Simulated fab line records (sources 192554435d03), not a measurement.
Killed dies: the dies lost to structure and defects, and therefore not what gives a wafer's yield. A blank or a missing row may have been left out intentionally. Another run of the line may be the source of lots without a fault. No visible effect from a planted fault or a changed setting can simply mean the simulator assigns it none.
fab line records	flow n5-finfet
record: lots: 8	wafers: 24	last-day: 19
route steps=1938 shown MOL_CONTACT_COAG@627 BEOL_M0_SAQP@636 BEOL_M0_CUTY@710 BEOL_M4@1111 PASSIVATION@1936
lots untouched by any fault: they come from a run of this same line in which no faults occurred
start-h: start of the lot's first displayed wafer, in hours after the record's first day	wait-h: hours elapsed since this lot's preceding step	" as in the row above	L1.1+2: several wafers, shown together as one row	- no value, or no start given	* or withheld: withheld	< > ~ a bound
route shown NAME@n: names a module that has steps shown in the file, with the first one's number in the route	usual: the fault-free wafers' mean and standard deviation	same: alike in all rows	chamber/n: place in a boat	sites: each site's reading	_std_site: the values' standard deviation	_edge_site: inner sites' mean taken away from outer sites' mean	radius-mm: how far each site lies from the wafer's centre	mask NAME#n: copy n	behind: the last tool/chamber to shape the wafer	hold: reason for holding the lot/hours on hold/outcome of the hold	device: transistor that didn't switch, given as n, p or np	end of line: tests run on the same wafers once the route is complete	for a step that has no rows: nothing shown but its recipe	killed: not the wafer's yield, but the dies lost to structure and defects at the first sort	map: per-die view of a wafer (x killed, . not killed, _ where there is no die)
set.NAME: the setting as run; set.NAME@STEP: as run at that earlier step	model.NAME: the simulator's own value behind a step, which no gauge read
the route's steps for a sample of lots (tables are steps, rows are wafers)
services: the hour from which a tool's chamber was out of use, counted from the record's first day as start-h (under 0 if before that day), plus the number of hours and why
== steps ==
step: N5_MOL_CONTACT_COAG_CMP_52
recipe: stop-on: SiO2	t-overpolish-s: 1.5	post-cmp-clean: w-dilute-nh4oh	down-force-psi: 4	platen-rpm: 50.289	pad-velocity-m-s: 1.0006	target-thk-nm: 66.5
usual: motor-current-A: 12.2/0.99	overpolish-run-s: 1.499/0.0095	time-to-endpoint-s: 13.0/2.7
lot.wafer	tool	chamber	start-h	wait-h	motor-current-A	overpolish-run-s	time-to-endpoint-s
L725.2	cmp-02	0	107.55	0.0	11.9	1.485	9.9
L725.3	"	1	"	"	11.6	1.521	13.0
L725.6	"	1	"	"	11.7	1.495	12.1
L728.4	cmp-02	2	127.76	0.0	13.7	1.492	16.8
L728.1	"	0	"	"	11.7	1.492	12.6
L728.6	"	3	"	"	11.7	1.505	14.4
L729.4	cmp-02	0	129.96	0.1	12.0	1.509	10.6
L729.6	"	1	"	"	11.9	1.508	14.9
L729.5	"	2	"	"	13.2	1.486	17.3
L734.1	cmp-01	0	160.05	0.0	14.3	1.502	11.6
L734.3	"	1	"	"	12.6	1.486	10.9
L734.5	"	1	"	"	12.0	1.499	12.3
L735.2	cmp-04	1	168.63	0.0	10.9	1.498	14.4
L735.4	"	2	"	"	11.3	1.487	12.2
L735.6	"	1	"	"	11.2	1.488	13.8
L737.4	cmp-01	1	179.97	0.1	11.9	1.519	11.8
L737.5	"	0	"	"	13.7	1.521	11.8
L737.6	"	1	"	"	12.2	1.500	11.9
L738.2	cmp-04	3	185.84	0.1	12.3	1.497	15.2
L738.5	"	2	"	"	11.7	1.494	13.7
L738.6	"	3	"	"	11.4	1.492	14.2
L747.1	cmp-01	3	239.46	0.1	11.5	1.513	10.2
L747.3	"	0	"	"	14.0	1.498	11.0
L747.2	"	1	"	"	12.3	1.492	12.4
step: N5_BEOL_M0_SAQP_PECVD_96
recipe: material: a-Si	target-thk-a: 450	temp-c: 350	precursor: SiH4/He	pressure-torr: 3	rf-w: 100	time-s: 45.2
usual: heater-power-w: 648/52	showerhead-plenum-p-Torr: 5.65/0.05	showerhead-vpp-V: 614/36	throttle-valve-pct: 18.4/1.5
lot.wafer	tool	chamber	start-h	wait-h	heater-power-w	showerhead-plenum-p-Torr	showerhead-vpp-V	throttle-valve-pct
L725.2	pecvd-04	1	113.18	0.0	653	5.75	657	19.1
L725.3	"	2	"	"	682	5.67	645	16.9
L725.6	"	2	"	"	698	5.67	639	17.1
L728.1	pecvd-01	2	131.68	0.0	574	5.60	590	16.2
L728.4	"	1	"	"	644	5.67	553	21.4
L728.6	"	1	"	"	649	5.66	568	21.7
L729.4	pecvd-02	0	136.39	0.0	569	5.63	594	19.9
L729.5	"	2	"	"	598	5.60	588	17.0
L729.6	"	1	"	"	606	5.69	595	18.7
L734.1	pecvd-02	2	164.11	0.0	603	5.62	583	16.7
L734.3	"	0	"	"	588	5.63	604	19.8
L734.5	"	2	"	"	602	5.63	588	16.8
L735.2	pecvd-02	0	172.71	0.0	630	5.63	598	20.3
L735.4	"	0	"	"	640	5.62	609	19.9
L735.6	"	2	"	"	644	5.62	589	17.1
L737.4	pecvd-02	2	185.01	0.0	563	5.61	597	17.0
L737.5	"	0	"	"	678	5.62	601	19.9
L737.6	"	1	"	"	722	5.70	600	18.6
L738.2	pecvd-02	1	191.44	0.0	654	5.68	590	18.8
L738.5	"	0	"	"	675	5.64	611	19.9
L738.6	"	2	"	"	629	5.60	587	16.9
L747.1	pecvd-04	0	243.44	0.0	585	5.59	690	18.0
L747.2	"	1	"	"	653	5.75	674	19.0
L747.3	"	2	"	"	728	5.64	634	17.2
step: N5_BEOL_M0_SAQP_PECVD_04
recipe: material: a-Si	target-thk-a: 600	temp-c: 350	precursor: SiH4/He	pressure-torr: 3	rf-w: 100	time-s: 60.2
usual: heater-power-w: 643/50	showerhead-plenum-p-Torr: 5.65/0.05	showerhead-vpp-V: 614/35	throttle-valve-pct: 18.4/1.5
lot.wafer	tool	chamber	start-h	wait-h	heater-power-w	showerhead-plenum-p-Torr	showerhead-vpp-V	throttle-valve-pct
L725.2	pecvd-04	1	113.26	0.0	650	5.75	663	19.1
L725.3	"	2	"	"	722	5.65	643	17.2
L725.6	"	2	"	"	713	5.65	650	17.1
L728.1	pecvd-01	2	131.81	0.0	576	5.60	597	16.3
L728.4	"	1	"	"	755	5.68	567	21.5
L728.6	"	1	"	"	767	5.68	570	21.7
L729.4	pecvd-02	0	136.48	0.0	589	5.63	608	19.9
L729.5	"	2	"	"	566	5.61	583	17.0
L729.6	"	1	"	"	634	5.68	589	18.8
L734.1	pecvd-02	2	164.20	0.0	661	5.61	590	17.0
L734.3	"	0	"	"	655	5.62	598	19.8
L734.5	"	2	"	"	654	5.62	586	16.9
L735.2	pecvd-02	0	172.80	0.0	667	5.63	601	20.0
L735.4	"	0	"	"	671	5.62	604	20.2
L735.6	"	2	"	"	614	5.62	581	17.1
L737.4	pecvd-02	2	185.11	0.0	621	5.61	585	17.1
L737.5	"	0	"	"	635	5.62	608	19.8
L737.6	"	1	"	"	691	5.69	588	19.1
L738.2	pecvd-02	1	191.52	0.0	658	5.69	594	18.9
L738.5	"	0	"	"	644	5.62	605	19.8
L738.6	"	2	"	"	644	5.59	586	16.9
L747.1	pecvd-04	0	243.52	0.0	574	5.59	688	17.6
L747.2	"	1	"	"	664	5.76	657	19.2
L747.3	"	2	"	"	642	5.65	647	17.5
step: N5_BEOL_M0_SAQP_INSPECT_16
recipe: mode: adi	inspect-instrument: brightfield
usual: raw-defect-count: 509/160
lot.wafer	tool	chamber	start-h	wait-h	raw-defect-count
L725.2	defect-inspect-01	-	113.89	0.0	555
L725.3	"	-	"	"	775
L725.6	"	-	"	"	466
L728.1	defect-inspect-02	-	132.47	0.0	506
L728.4	"	-	"	"	618
L728.6	"	-	"	"	486
L729.4	defect-inspect-02	-	136.96	0.0	489
L729.5	"	-	"	"	402
L729.6	"	-	"	"	370
L734.1	defect-inspect-02	-	164.83	0.0	782
L734.3	"	-	"	"	434
L734.5	"	-	"	"	474
L735.2	defect-inspect-02	-	173.31	0.0	365
L735.4	"	-	"	"	381
L735.6	"	-	"	"	587
L737.4	defect-inspect-01	-	185.71	0.0	1083
L737.5	"	-	"	"	1058
L737.6	"	-	"	"	1135
L738.2	defect-inspect-02	-	192.03	0.0	1105
L738.5	"	-	"	"	1345
L738.6	"	-	"	"	1315
L747.1	defect-inspect-02	-	244.03	0.0	408
L747.2	"	-	"	"	502
L747.3	"	-	"	"	356
step: N5_BEOL_M0_SAQP_HM_OPEN_112
recipe: chemistry: CHF3/O2	target: SiO2	stop-on: a-Si	target-depth-a: 120	over-etch-frac: 1.25	mask-material: SOC	time-s: 13.5	pressure-mtorr: 30	source-w: 650	bias-w: 170	Ar_flow_sccm: 200	CHF3_flow_sccm: 50	O2_flow_sccm: 5	ion-energy-ev: 200	ends: end-point
usual: bias-w: 170.0/0.48	drypump-motor-current-A: 5.8/0.67	oes_o_777_au: 0.78/0.064	oes-product-au: 0.50/0.038	rf-vpp-V: 521/6.6	showerhead-plenum-p-Torr: 2.39/0.068	throttle-valve-pct: 18.81/0.22
lot.wafer	tool	chamber	start-h	wait-h	bias-w	drypump-motor-current-A	oes_o_777_au	oes-product-au	rf-hours-counter-h	rf-vpp-V	showerhead-plenum-p-Torr	throttle-valve-pct
L725.2	rie-diel-02	1	114.24	0.0	169.6	5.1	0.71	0.45	246	519	2.47	19.08
L725.3	"	0	"	"	170.7	5.5	0.70	0.47	204	528	2.28	18.79
L725.6	"	3	"	"	169.8	5.6	0.85	0.56	-	514	2.27	18.77
L728.1	rie-diel-05	3	133.43	0.0	170.1	6.2	0.75	0.49	145	534	2.41	19.14
L728.4	"	0	"	"	169.5	5.9	0.70	0.46	219	517	2.48	18.65
L728.6	"	2	"	"	169.4	5.0	0.78	0.50	-	526	2.50	18.76
L729.4	rie-diel-06	2	137.19	0.0	169.5	6.6	0.81	0.52	90	512	2.44	18.85
L729.5	"	0	"	"	169.9	5.0	0.82	0.50	-	518	2.41	18.53
L729.6	"	3	"	"	170.4	6.6	0.74	0.48	-	514	2.30	18.57
L734.1	rie-diel-02	3	165.05	0.0	169.3	5.6	0.83	0.54	74	515	2.27	18.80
L734.3	"	2	"	"	169.7	6.3	0.75	0.48	184	528	2.40	19.21
L734.5	"	0	"	"	170.3	5.5	0.69	0.46	-	526	2.28	18.81
L735.2	rie-diel-06	3	173.53	0.0	169.9	6.7	0.72	0.47	165	512	2.30	18.58
L735.4	"	0	"	"	170.9	5.1	0.81	0.51	142	519	2.41	18.56
L735.6	"	3	"	"	170.0	6.6	0.72	0.46	-	513	2.30	18.58
L737.4	rie-diel-06	2	185.97	0.0	170.2	6.6	0.80	0.51	104	513	2.44	18.91
L737.5	"	0	"	"	169.8	5.1	0.80	0.50	-	518	2.41	18.55
L737.6	"	1	"	"	169.9	5.0	0.73	0.50	-	530	2.42	19.03
L738.2	rie-diel-02	0	192.29	0.0	170.6	5.5	0.68	0.46	222	526	2.28	18.84
L738.5	"	1	"	"	169.8	5.1	0.95	0.62	-	519	2.46	18.68
L738.6	"	2	"	"	170.1	6.3	0.74	0.48	-	528	2.40	19.24
L747.1	rie-diel-05	3	244.26	0.0	170.1	6.2	0.72	0.48	173	532	2.40	19.19
L747.2	"	0	"	"	169.8	5.9	0.69	0.43	247	515	2.46	18.70
L747.3	"	1	"	"	169.6	6.1	0.78	0.52	119	523	2.41	18.63
step: N5_BEOL_M0_SAQP_INSPECT_42
recipe: mode: adi	inspect-instrument: brightfield
usual: raw-defect-count: 299/88
lot.wafer	tool	chamber	start-h	wait-h	raw-defect-count
L725.2	defect-inspect-01	-	118.29	0.0	272
L725.3	"	-	"	"	348
L725.6	"	-	"	"	279
L728.1	defect-inspect-01	-	137.39	0.1	347
L728.4	"	-	"	"	291
L728.6	"	-	"	"	259
L729.4	defect-inspect-02	-	141.04	0.0	282
L729.5	"	-	"	"	223
L729.6	"	-	"	"	343
L734.1	defect-inspect-01	-	169.01	0.1	540
L734.3	"	-	"	"	334
L734.5	"	-	"	"	337
L735.2	defect-inspect-01	-	177.58	0.0	254
L735.4	"	-	"	"	248
L735.6	"	-	"	"	462
L737.4	defect-inspect-02	-	189.80	0.0	928
L737.5	"	-	"	"	1022
L737.6	"	-	"	"	939
L738.2	defect-inspect-02	-	196.46	0.0	885
L738.5	"	-	"	"	975
L738.6	"	-	"	"	931
L747.1	defect-inspect-01	-	248.08	0.1	314
L747.2	"	-	"	"	290
L747.3	"	-	"	"	245
step: N5_BEOL_M0_CUTY_INSPECT_59
recipe: mode: adi	inspect-instrument: macro
usual: raw-defect-count: 2.1/1.4
lot.wafer	tool	chamber	start-h	wait-h	raw-defect-count
L725.2	defect-inspect-01	-	119.76	0.0	3
L725.3	"	-	"	"	3
L725.6	"	-	"	"	1
L728.1	defect-inspect-01	-	138.78	0.0	1
L728.4	"	-	"	"	3
L728.6	"	-	"	"	0
L729.4	defect-inspect-01	-	142.30	0.0	3
L729.5	"	-	"	"	1
L729.6	"	-	"	"	1
L734.1	defect-inspect-01	-	170.42	0.0	2
L734.3	"	-	"	"	2
L734.5	"	-	"	"	1
L735.2	defect-inspect-02	-	179.06	0.0	4
L735.4	"	-	"	"	0
L735.6	"	-	"	"	3
L737.4	defect-inspect-02	-	191.89	0.0	>300
L737.5	"	-	"	"	>300
L737.6	"	-	"	"	>300
L738.2	defect-inspect-02	-	197.72	0.0	>300
L738.5	"	-	"	"	>300
L738.6	"	-	"	"	>300
L747.1	defect-inspect-01	-	249.34	0.0	1
L747.2	"	-	"	"	1
L747.3	"	-	"	"	5
step: N5_BEOL_M4_RC_MEAS_101
usual: DIBL_N: 36.1/1.9	DIBL_P: 36.1/2.4	IOFF_N: 0.15/0.032	IOFF_P: 0.21/0.036	ION_N: 673/12	ION_P: 463/7.6	SS_N: 71.5/0.63	SS_P: 73.1/0.65	VT_N: 251/3.1	VT_P: -250/3.2
lot.wafer	tool	chamber	start-h	wait-h	DIBL_N[mV/V]	DIBL_P[mV/V]	IOFF_N[nA/um]	IOFF_P[nA/um]	ION_N[uA/um]	ION_P[uA/um]	SS_N[mV/dec]	SS_P[mV/dec]	VT_N[mV]	VT_P[mV]
L725.2	prober-02	0	222.24	0.2	40.9	42.8	0.23	0.29	690	468	72.8	75.1	246	-246
L725.3	"	0	"	"	39.8	41.1	0.23	0.26	686	462	72.7	74.3	245	-250
L725.6	"	0	"	"	40.4	41.4	0.22	0.25	673	460	72.8	74.4	247	-250
L729.4	prober-01	0	266.53	0.5	36.4	37.3	0.16	0.22	674	461	72.7	73.3	251	-247
L729.5	"	0	"	"	36.0	36.2	0.15	0.20	678	470	72.3	72.6	252	-251
L729.6	"	0	"	"	36.7	37.5	0.17	0.22	683	468	72.2	73.2	248	-247
L728.1	prober-02	0	270.36	0.0	35.6	34.3	0.13	0.21	655	456	71.2	73.0	254	-249
L728.4	"	0	"	"	32.7	31.2	0.10	0.16	653	456	70.6	72.5	256	-253
L728.6	"	0	"	"	33.3	31.2	0.11	0.17	672	465	70.6	72.5	254	-250
L734.1	prober-02	0	292.76	0.0	36.5	36.2	0.14	0.19	669	460	70.8	72.8	253	-250
L734.3	"	0	"	"	34.2	33.7	0.11	0.16	662	467	70.6	72.4	255	-251
L734.5	"	0	"	"	34.2	33.5	0.11	0.15	658	455	70.9	72.8	256	-254
L738.2	prober-02	0	305.92	0.2	35.0	35.5	0.14	0.21	663	456	71.5	72.9	253	-248
L738.5	"	0	"	"	34.5	35.7	0.14	0.21	670	468	71.2	72.8	252	-251
L738.6	"	0	"	"	37.4	39.5	0.19	0.28	677	467	71.6	74.7	248	-246
L735.2	prober-01	0	307.87	0.2	39.7	39.9	0.23	0.25	696	467	72.6	73.8	247	-251
L735.4	"	0	"	"	35.5	34.3	0.15	0.16	674	459	71.7	73.0	248	-255
L735.6	"	0	"	"	38.8	38.9	0.19	0.23	671	460	71.9	73.4	249	-250
L737.4	prober-02	0	309.13	0.5	35.0	34.0	0.13	0.18	681	470	70.8	72.6	253	-253
L737.5	"	0	"	"	36.9	35.9	0.15	0.21	660	453	72.0	72.5	253	-251
L737.6	"	0	"	"	35.4	33.5	0.13	0.18	670	458	71.0	72.5	250	-254
L747.1	prober-01	0	361.95	0.0	36.0	38.2	0.16	0.22	676	464	71.4	73.3	253	-250
L747.2	"	0	"	"	36.3	37.8	0.16	0.20	672	458	72.0	73.1	254	-249
L747.3	"	0	"	"	37.1	38.4	0.18	0.22	672	462	72.2	73.3	252	-250
step: N5_PASSIVATION_PROBE_49
usual: defect-limited-yield: 91.4/1.2	killed_at_M0_to_M3: 34/9.1	killed_at_M4_up: 14/5.8	killed-at-contacts: 13/6	killed-at-front-end: 38/10	killed-at-other: 3.2/2.7	killed-dies: 102/14	killed-on-rim: 13/3.6	killed-open: 68/11	killed-short: 32/7.2	sort_bin_5_function: 5.1/0.83	sort_bin_6_memory: 3.2/0.56	sort_bin_8_speed: 0.01/0.064	sort-n-pass: 1078/14	sort-yield-pct: 91.4/1.2
same: gross-dies: 1180	killed-at-back-side: 0	sort_bin_4_leakage[%]: 0
lot.wafer	tool	chamber	start-h	wait-h	defect-limited-yield[%]	killed_at_M0_to_M3	killed_at_M4_up	killed-at-contacts	killed-at-front-end	killed-at-other	killed-dies	killed-on-rim	killed-open	killed-short	sort_bin_5_function[%]	sort_bin_6_memory[%]	sort_bin_8_speed[%]	sort-n-pass	sort-yield-pct[%]
L725.2	prober-01	-	325.68	0.1	90.3	38	25	18	31	2	114	10	89	25	5.6	4.0	0	1066	90.3
L725.3	prober-01	-	325.73	0.1	92.0	34	22	6	32	0	94	14	65	29	4.7	3.1	0	1086	92.0
L725.6	prober-01	-	325.88	0.3	92.0	26	12	19	34	3	94	11	72	21	4.4	3.4	0	1086	92.0
L728.1	prober-02	-	387.43	0.0	92.4	30	11	8	37	4	90	12	57	32	4.6	2.7	0	1090	92.4
L728.4	prober-02	-	387.58	0.2	93.3	27	10	8	33	1	79	10	56	23	3.8	2.7	0.08	1100	93.2
L728.6	prober-02	-	387.68	0.3	92.5	41	10	10	26	1	88	9	54	34	4.6	2.6	0	1092	92.5
L729.4	prober-01	-	388.45	0.2	89.9	39	13	17	42	8	119	16	79	38	6.4	3.5	0	1061	89.9
L729.5	prober-01	-	388.50	0.2	92.5	30	5	14	34	6	89	10	57	31	4.3	3.0	0	1091	92.5
L729.6	prober-01	-	388.55	0.3	91.9	29	21	13	26	6	95	5	59	33	4.8	3.0	0	1085	91.9
L734.1	prober-01	-	411.02	0.0	91.5	34	6	5	53	2	100	10	60	36	5.2	2.9	0	1080	91.5
L734.3	prober-01	-	411.12	0.1	91.3	54	15	7	26	1	103	12	68	34	4.9	3.6	0	1077	91.3
L734.5	prober-01	-	411.22	0.2	90.7	54	7	8	41	0	110	15	72	36	5.6	3.4	0	1070	90.7
L735.2	prober-01	-	419.48	0.1	92.5	30	16	14	24	4	88	15	65	22	4.7	2.6	0	1092	92.5
L735.4	prober-01	-	419.58	0.2	93.1	36	14	3	26	3	82	13	50	30	4.2	2.5	0	1098	93.1
L735.6	prober-01	-	419.68	0.3	93.2	32	13	4	25	6	80	10	58	22	4.1	2.7	0	1100	93.2
L737.4	prober-02	-	426.35	0.2	84.5	112	18	15	34	4	183	26	71	28	8.6	4.2	0	997	84.5
L737.5	prober-02	-	426.40	0.2	80.8	154	19	10	42	2	227	28	62	34	11.5	4.5	0	953	80.8
L737.6	prober-02	-	426.45	0.3	86.1	100	10	19	34	1	164	36	69	38	8.1	4.4	0	1016	86.1
L738.2	prober-02	-	434.19	0.1	88.2	79	12	8	35	5	139	28	56	26	7.2	3.0	0	1041	88.2
L738.5	prober-02	-	434.34	0.2	81.8	138	12	8	52	5	215	25	63	39	11.4	3.9	0	965	81.8
L738.6	prober-02	-	434.39	0.3	83.9	121	13	14	36	6	190	36	69	32	10.3	3.7	0	990	83.9
L747.1	prober-01	-	464.55	0.0	89.8	32	16	10	62	0	120	20	81	33	5.9	3.6	0	1060	89.8
L747.2	prober-01	-	464.60	0.1	90.4	34	23	17	37	2	113	10	73	36	5.6	3.6	0	1067	90.4
L747.3	prober-01	-	464.65	0.1	90.1	37	14	12	50	4	117	17	94	19	6.2	3.5	0	1063	90.1
killed by level:class
L725.2 BEOL_M2:geometric-particle:open=17 BEOL_M4:geometric-particle:open=16 MOL_CONTACT_COAG:geometric-particle:open=15 STI_FIN_REVEAL:geometric-particle:open=10 BEOL_M0_SAQP:geometric-particle:short=8 BEOL_M0_SAQP:geometric-particle:open=8 DUMMY_GATE:geometric-particle:open=7 GATE_CUT:geometric-particle:open=3
L725.3 BEOL_M2:geometric-particle:open=9 DUMMY_GATE:geometric-particle:open=8 BEOL_M4:geometric-particle:open=8 BEOL_M0_SAQP:geometric-particle:short=7 MOL_CONTACT_COAG:geometric-particle:open=6 FIN_SAQP:geometric-particle:open=5 BEOL_M0_SAQP:geometric-particle:open=5 BEOL_M3:geometric-particle:open=5
L725.6 MOL_CONTACT_COAG:geometric-particle:open=17 BEOL_M4:geometric-particle:open=9 FIN_SAQP:geometric-particle:open=8 STI_FIN_REVEAL:geometric-particle:open=8 BEOL_M3:geometric-particle:open=6 BEOL_M2:geometric-particle:open=5 DUMMY_GATE:geometric-particle:open=4 BEOL_M0_SAQP:geometric-particle:short=4
L728.1 BEOL_M3:geometric-particle:open=12 FIN_SAQP:geometric-particle:open=7 BEOL_M2:geometric-particle:open=6 BEOL_M4:geometric-particle:open=6 MOL_CONTACT_COAG:geometric-particle:open=5 STARTING-WAFER:geometric-particle:short=5 FIN_SAQP:geometric-particle:short=4 DUMMY_GATE:geometric-particle:open=4
L728.4 STI_FIN_REVEAL:geometric-particle:open=10 BEOL_M0_SAQP:geometric-particle:open=9 MOL_CONTACT_COAG:geometric-particle:open=7 BEOL_M0_SAQP:geometric-particle:short=6 BEOL_M2:geometric-particle:open=5 DUMMY_GATE:geometric-particle:open=4 BEOL_M3:geometric-particle:open=4 STARTING-WAFER:geometric-particle:short=4
L728.6 BEOL_M3:geometric-particle:open=14 BEOL_M0_SAQP:geometric-particle:open=10 MOL_CONTACT_COAG:geometric-particle:open=8 BEOL_M0_SAQP:geometric-particle:short=8 STARTING-WAFER:geometric-particle:short=5 FIN_SAQP:geometric-particle:open=4 FIN_SAQP:geometric-particle:short=4 STI_FIN_REVEAL:geometric-particle:open=4
L729.4 MOL_CONTACT_COAG:geometric-particle:open=16 STI_FIN_REVEAL:geometric-particle:open=14 BEOL_M0_SAQP:geometric-particle:open=12 BEOL_M0_SAQP:geometric-particle:short=9 BEOL_M3:geometric-particle:open=8 FIN_SAQP:geometric-particle:open=7 STI_FIN_REVEAL:geometric-particle:short=5 FIN_SAQP:geometric-particle:short=4
L729.5 MOL_CONTACT_COAG:geometric-particle:open=10 BEOL_M0_SAQP:geometric-particle:short=10 FIN_SAQP:geometric-particle:open=6 BEOL_M2:geometric-particle:open=6 BEOL_M0_SAQP:geometric-particle:open=5 STI_FIN_REVEAL:geometric-particle:open=4 DUMMY_GATE:geometric-particle:open=4 MOL_CONTACT_COAG:geometric-particle:short=4
L729.6 MOL_CONTACT_COAG:geometric-particle:open=12 BEOL_M4:geometric-particle:open=10 BEOL_M0_SAQP:geometric-particle:open=8 BEOL_M2:geometric-particle:open=7 FIN_SAQP:geometric-particle:short=5 FIN_SAQP:geometric-particle:open=4 STI_FIN_REVEAL:geometric-particle:open=4 BEOL_M0_SAQP:geometric-particle:short=4
L734.1 FIN_SAQP:geometric-particle:open=21 BEOL_M2:geometric-particle:open=11 FIN_SAQP:geometric-particle:short=8 BEOL_M0_SAQP:geometric-particle:short=7 DUMMY_GATE:geometric-particle:open=5 GATE_CUT:geometric-particle:open=5 MOL_CONTACT_COAG:geometric-particle:open=5 GATE_CUT:geometric-particle:short=4
L734.3 BEOL_M0_SAQP:geometric-particle:short=14 BEOL_M3:geometric-particle:open=12 BEOL_M0_SAQP:geometric-particle:open=12 FIN_SAQP:geometric-particle:open=8 BEOL_M1:geometric-particle:open=7 MOL_CONTACT_COAG:geometric-particle:open=6 BEOL_M4:geometric-particle:open=6 FIN_SAQP:geometric-particle:short=4
L734.5 BEOL_M0_SAQP:geometric-particle:open=19 BEOL_M2:geometric-particle:open=12 BEOL_M0_SAQP:geometric-particle:short=11 FIN_SAQP:geometric-particle:short=7 STI_FIN_REVEAL:geometric-particle:open=7 MOL_CONTACT_COAG:geometric-particle:open=7 STARTING-WAFER:geometric-particle:short=6 FIN_SAQP:geometric-particle:open=5
L735.2 MOL_CONTACT_COAG:geometric-particle:open=12 BEOL_M4:geometric-particle:open=10 BEOL_M0_SAQP:geometric-particle:open=9 STI_FIN_REVEAL:geometric-particle:open=7 BEOL_M0_SAQP:geometric-particle:short=5 FIN_SAQP:geometric-particle:short=4 BEOL_M2:geometric-particle:open=4 BEOL_M0:geometric-particle:open=4
L735.4 BEOL_M2:geometric-particle:open=8 GATE_CUT:geometric-particle:short=7 BEOL_M2:geometric-particle:short=7 FIN_SAQP:geometric-particle:open=4 BEOL_M1:geometric-particle:open=4 BEOL_M5:geometric-particle:open=4 STI_FIN_REVEAL:geometric-particle:open=3 BEOL_M0_SAQP:geometric-particle:open=3
L735.6 BEOL_M4:geometric-particle:open=8 BEOL_M3:geometric-particle:open=7 FIN_SAQP:geometric-particle:open=6 STI_FIN_REVEAL:geometric-particle:open=6 DUMMY_GATE:geometric-particle:open=5 BEOL_M1:geometric-particle:open=5 MOL_CONTACT_COAG:geometric-particle:open=4 BEOL_M0_SAQP:geometric-particle:short=4
L737.4 BEOL_M0_SAQP:unspecified=84 BEOL_M4:geometric-particle:open=12 STI_FIN_REVEAL:geometric-particle:open=11 MOL_CONTACT_COAG:geometric-particle:open=11 BEOL_M2:geometric-particle:open=7 FIN_SAQP:geometric-particle:open=4 BEOL_M0_SAQP:geometric-particle:short=4 ILD0:geometric-particle:open=4
L737.5 BEOL_M0_SAQP:unspecified=126 BEOL_M4:geometric-particle:open=10 MOL_CONTACT_COAG:geometric-particle:open=8 BEOL_M2:geometric-particle:open=6 FIN_SAQP:geometric-particle:short=5 STI_FIN_REVEAL:geometric-particle:open=5 BEOL_M0_SAQP:geometric-particle:short=5 HKMG_FIN:area-etch=5
L737.6 BEOL_M0_SAQP:unspecified=56 MOL_CONTACT_COAG:geometric-particle:open=17 BEOL_M2:geometric-particle:open=15 BEOL_M0_SAQP:geometric-particle:short=12 BEOL_M0_SAQP:geometric-particle:open=10 STI_FIN_REVEAL:geometric-particle:open=6 GATE_CUT:geometric-particle:short=5 FIN_SAQP:geometric-particle:short=4
L738.2 BEOL_M0_SAQP:unspecified=57 FIN_SAQP:geometric-particle:short=8 MOL_CONTACT_COAG:geometric-particle:open=8 STI_FIN_REVEAL:geometric-particle:open=6 BEOL_M1:geometric-particle:open=6 FIN_SAQP:geometric-particle:open=4 BEOL_M0_SAQP:geometric-particle:open=4 BEOL_M2:geometric-particle:open=4
L738.5 BEOL_M0_SAQP:unspecified=113 FIN_SAQP:geometric-particle:open=14 FIN_SAQP:geometric-particle:short=9 BEOL_M0_SAQP:geometric-particle:short=7 GATE_CUT:geometric-particle:short=5 MOL_CONTACT_COAG:geometric-particle:open=5 BEOL_M0_SAQP:geometric-particle:open=5 BEOL_M2:geometric-particle:open=5
L738.6 BEOL_M0_SAQP:unspecified=88 MOL_CONTACT_COAG:geometric-particle:open=11 FIN_SAQP:geometric-particle:open=9 FIN_SAQP:geometric-particle:short=9 BEOL_M0_SAQP:geometric-particle:open=8 BEOL_M1:geometric-particle:open=8 BEOL_M4:geometric-particle:open=7 BEOL_M0_SAQP:geometric-particle:short=6
L747.1 STI_FIN_REVEAL:geometric-particle:open=25 BEOL_M0_SAQP:geometric-particle:short=11 MOL_CONTACT_COAG:geometric-particle:open=10 BEOL_M3:geometric-particle:open=9 FIN_SAQP:geometric-particle:open=7 DUMMY_GATE:geometric-particle:open=6 BEOL_M4:geometric-particle:open=6 STARTING-WAFER:geometric-particle:short=6
L747.2 MOL_CONTACT_COAG:geometric-particle:open=14 FIN_SAQP:geometric-particle:open=11 BEOL_M4:geometric-particle:open=11 BEOL_M3:geometric-particle:open=10 STI_FIN_REVEAL:geometric-particle:open=9 BEOL_M3:geometric-particle:short=9 FIN_SAQP:geometric-particle:short=6 BEOL_M4:geometric-particle:short=6
L747.3 STI_FIN_REVEAL:geometric-particle:open=28 BEOL_M0_SAQP:geometric-particle:open=12 MOL_CONTACT_COAG:geometric-particle:open=11 BEOL_M3:geometric-particle:open=10 BEOL_M2:geometric-particle:open=7 DUMMY_GATE:geometric-particle:open=6 BEOL_M4:geometric-particle:open=5 BEOL_M0_SAQP:geometric-particle:short=4
== services ==
tool	chamber	start-h	hours	kind
rie-diel-05	2	87.35	9.5	repair
pecvd-01	0	105.33	26.3	repair
pecvd-02	0	105.62	5.7	repair
rie-diel-02	1	126.30	-	clean
rie-diel-02	1	126.30	-	consumable-replace:focus-ring
rie-diel-02	1	126.30	23.0	scheduled-down
rie-diel-02	1	126.30	23.0	vent-cycle
rie-diel-02	0	126.38	8.9	repair
rie-diel-05	2	127.91	4.1	repair
pecvd-01	1	132.53	6.7	repair
pecvd-04	-	134.59	1.5	repair
pecvd-01	2	147.69	3.6	repair
cmp-01	-	149.01	1.4	repair
pecvd-04	-	149.24	0.5	repair
pecvd-02	-	150.27	0.6	repair
cmp-02	-	155.99	1.9	repair
cmp-04	-	176.71	4.0	pm
cmp-02	-	189.26	5.1	pm
rie-diel-06	1	191.50	1.4	repair
pecvd-02	2	208.09	2.1	scheduled-down
pecvd-04	0	221.78	5.5	scheduled-down
cmp-04	-	235.74	3.5	pm
rie-diel-06	2	239.31	3.9	repair
rie-diel-02	3	241.79	7.1	repair
== key ==
first-sign: step: N5_BEOL_M0_SAQP_INSPECT_16	reading: raw-defect-count	direction: up	sigmas: 4.3	usual: 509	struck: 1174
effect: step: N5_BEOL_M0_SAQP_INSPECT_42	reading: raw-defect-count	direction: up	sigmas: 7.3	usual: 299	struck: 947
effect: step: N5_BEOL_M0_CUTY_INSPECT_59	reading: raw-defect-count	direction: up	sigmas: 99+	usual: 2.1	struck: >300
effect: step: N5_PASSIVATION_PROBE_49	reading: killed_at_M0_to_M3	direction: up	sigmas: 9.1	usual: 34	struck: 117
more-kills-born-at: N5_BEOL_M0_SAQP_PECVD_04@pecvd-02: 523
met-at N5_BEOL_M0_SAQP_PECVD_04
struck-lots L737,L738
not-acting-at N5_MOL_CONTACT_COAG_CMP_52,N5_BEOL_M0_SAQP_PECVD_96,N5_BEOL_M0_SAQP_HM_OPEN_112
onset-between 172.80 185.11
fault: kind: chamber-particle-source	tool: pecvd-02	chamber: -	onset-h: 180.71	steps: N5_BEOL_M0_SAQP_PECVD_04	rate-per-visit-cm2: 0.95385	end-h: 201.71
